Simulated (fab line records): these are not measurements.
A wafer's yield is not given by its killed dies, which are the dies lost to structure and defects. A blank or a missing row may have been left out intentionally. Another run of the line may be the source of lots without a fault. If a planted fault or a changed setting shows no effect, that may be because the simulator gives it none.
Matching of chambers    flow nand_harc    ald_hk-02 running NHARC_A_CHANNEL_FILL_D1_ALD_02: 4 sister chambers
The step deposits SiO2, target thk 6 nm, pulse time 10 s, ald cycles 60. 14 wafers are shown with their chamber, then 7 later ones without.

EACH WAFER AND ITS CHAMBER
wafer   chamber  heater_power_w (W)  precursor_pulse_height_rel
L074.1  3        465                 1.040
L074.3  1        434                 0.996
L074.4  0        482                 1.009
L076.1  3        454                 0.987
L076.2  1        427                 1.011
L076.6  0        483                 0.981
L075.3  0        473                 0.995
L075.4  3        458                 1.011
L075.5  0        489                 0.994
L077.1  1        412                 0.995
L077.2  2        497                 0.997
L077.4  3        467                 1.000
L083.1  2        485                 0.981
L083.2  3        470                 1.009

SIGNATURES (means of the wafers above)
reading                     chamber 0  chamber 1  chamber 2  chamber 3  scatter within a chamber
heater_power_w              481.75     424.33     491.00     462.80     7.94
precursor_pulse_height_rel  0.99475    1.00067    0.98900    1.00940    0.0149
Rule: a wafer's distance from a chamber is the root of the sum, over the readings, of the square of ((its reading less the chamber's mean) divided by the reading's scatter). If the next closest chamber is less than 2 further off than the closest, the wafer can't be placed; otherwise it belongs to the closest. The scatter: the root of (the sum of the squares of (reading less its chamber's mean) over the shown wafers, divided by (wafers less chambers)).

WAFERS WHOSE CHAMBER IS MISSING
wafer   heater_power_w (W)  precursor_pulse_height_rel
L083.5  465                 1.011
L085.3  439                 1.016
L085.4  488                 1.019
L085.5  496                 1.030
L097.1  519                 0.999
L097.2  465                 1.013
L097.5  473                 0.949

WHICH CHAMBER EACH WENT THROUGH
wafer    from the rows above            in truth
L083.5   3                              3
L085.3   can't be placed: 1 or 3        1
L085.4   can't be placed: 0 or 2 or 3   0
L085.5   can't be placed: 2 or 0 or 3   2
L097.1   can't be placed: 2 or 0        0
L097.2   3                              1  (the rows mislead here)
L097.5   can't be placed: 0 or 2 or 3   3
Placed correctly: 1 of 7. These rows do not allow placing 5 (true chamber among the candidates in 5). Number placed wrongly: 1.
